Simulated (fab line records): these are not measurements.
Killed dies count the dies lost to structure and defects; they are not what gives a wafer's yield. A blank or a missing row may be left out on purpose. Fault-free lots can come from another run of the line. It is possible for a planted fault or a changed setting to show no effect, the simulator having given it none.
Which tool did it? | flow nand harc | 7 lots with 21 wafers sampled at 2 steps, on a route of 1302 steps

== WHAT THE GAUGES SHOWED, per wafer ==
NHARC_A_BONDPAD_CD_MEAS_13.
lot  | measured     | on        | cd nm (nm)
L313 | day 23 23:03 | cd sem-01 | 500.9 501.4 498.7
L315 | day 24 11:11 | cd sem-02 | 503.0 497.9 499.2
L317 | day 25 21:59 | cd sem-02 | 497.8 499.3 496.3
L319 | day 27 06:56 | cd sem-02 | 499.0 499.4 499.9
L325 | day 29 13:04 | cd sem-02 | 499.1 497.6 498.6
L327 | day 30 06:01 | cd sem-01 | 501.1 503.3 499.4
L332 | day 31 22:10 | cd sem-01 | 498.1 503.4 501.3

== WHICH TOOL RAN EACH LOT (tool, then ch and the chambers of the sampled wafers, then the start) ==
lot  | NHARC_P_GATE_EXPOSE_56
L313 | krf scanner-01 ch 0, day 6 18:42
L315 | krf scanner-04 ch 0, day 7 13:36
L317 | krf scanner-03 ch 0, day 8 17:41
L319 | krf scanner-01 ch 0, day 9 22:15
L325 | krf scanner-03 ch 0, day 11 18:33
L327 | krf scanner-04 ch 0, day 12 11:20
L332 | krf scanner-03 ch 0, day 14 17:43
- NHARC_P_GATE_EXPOSE_56: exposes mask P PSD, target cd 720 nm.

== THE ANSWER, worked out from the rows above alone ==
Rule: the usual values come from the lots themselves. The widest of any qualifying gaps counts: lots, ordered by their means at a reading, are off when they make up no more than a third of the lots, leave a main group of 4 or more, and stand apart from it by 3 or more times the standard deviation of that group's means. If all means in a main group match to the digits the tables above print for the reading, that group is not used. Also off: a lot with no number at a reading for which 4 or more lots have one. Where the step has rows for the other lots, those lots are counted as sound.
Nothing can be told from this: no lot is off at any reading shown.

== WHAT HAD BEEN PUT IN BY THE SIMULATOR ==
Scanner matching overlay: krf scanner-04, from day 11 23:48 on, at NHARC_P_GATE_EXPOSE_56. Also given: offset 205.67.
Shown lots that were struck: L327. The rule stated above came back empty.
